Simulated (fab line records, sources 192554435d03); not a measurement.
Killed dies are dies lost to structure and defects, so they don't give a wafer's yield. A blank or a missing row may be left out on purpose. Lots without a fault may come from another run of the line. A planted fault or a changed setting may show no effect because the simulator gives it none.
Problem report in the 8D (eight disciplines) form, filled by code | flow n5_finfet | the parts of the form that need people (team, actions taken, sign-off) are left out

1. THE PROBLEM
time_to_endpoint_s at N5_BEOL_M4_CMP_52 reads a mean of 87.1 s on 2 wafers of 2 lots; wafers without a fault read 61.4 s with a standard deviation of 2.4. That is +11 standard deviations from the usual mean.
The step: polishes, stops on SiOC, t overpolish 6.8 s, target thk 40 nm.
First seen on wafer L903.5, day 10 12:00, on cmp-02. The record holds 30 wafers of 10 lots with a number at this step. Rule for "out", or "out of limits": more than 4 standard deviations from the usual mean. The other wafers with a number count as sound.

2. WHAT IT IS AND WHAT IT IS NOT
question                    | is                 | is not
which readings at this step | time_to_endpoint_s | edge_zone_pressure_frac, motor_current_A
which lots                  | L903, L907         | L895, L896, L900, L904, L910, L913, L914, L915
which wafers of those lots  | L903.5, L907.5     | L903.4, L903.6, L907.1, L907.4
read on which tools         | cmp-01, cmp-02     | -
when                        | from day 10 12:00  | up to then (11 sound wafers); but 17 sound wafers of L904, L907, L910, L913, L914, L915 came after

3. SUSPECTS, AND WHAT RULES EACH OUT
Counting: a tool at a process step up to the reading stays a suspect if it ran every lot that is out. Sound lots after the first of them don't rule it out here, since some wafers of a struck lot are sound.
- ecd_cu-02 at N5_BEOL_M4_ECD_50 (material Cu, target thk 300 nm): kept. It ran every lot that is out, first L903 (day 10 11:38); its last sound lot up to then is L900 (day 9 12:11).
Left after counting: ecd_cu-02 at N5_BEOL_M4_ECD_50.

4. THE CAUSE (what the simulator had put in)
Process parameter drift: ecd_cu-02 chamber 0, from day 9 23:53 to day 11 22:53, at N5_BEOL_M4_ECD_50. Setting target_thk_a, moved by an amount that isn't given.
Counting left only this tool.

5. THE CHAIN OF EFFECTS, in route order
Each row: a reading whose mean over the struck wafers that have a number lies more than 3 standard deviations from the usual. Only readings for which the record gives a usual standard deviation are gone through. hours: the time from each lot's start at the first step in this table that gives one to its start at this step, as a median over the lots. sigmas: the change in usual standard deviations.
hours | step              | reading            | usual  | on struck wafers | change | sigmas
0     | N5_BEOL_M4_CMP_52 | time_to_endpoint_s | 61.4 s | 87.1             | +25.7  | +11
The process steps in it:
- N5_BEOL_M4_CMP_52: polishes, stops on SiOC, t overpolish 6.8 s, target thk 40 nm.
Later measuring or inspecting steps at which every struck wafer that the step has a row for has a number for every such reading, and none has moved that far: N5_BEOL_M4_THK_MEAS_53, N5_BEOL_M4_INSPECT_59, N5_BEOL_M4_RC_MEAS_101.

6. WHAT WOULD HAVE CAUGHT IT SOONER
In this record the first reading out of limits was taken at day 10 12:00, 12 hours after the fault began at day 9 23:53.
Of the lots that are out (2), L907 began N5_BEOL_M4_ECD_50 on ecd_cu-02 after day 10 12:00. A hold on the tool at that time would have spared it.
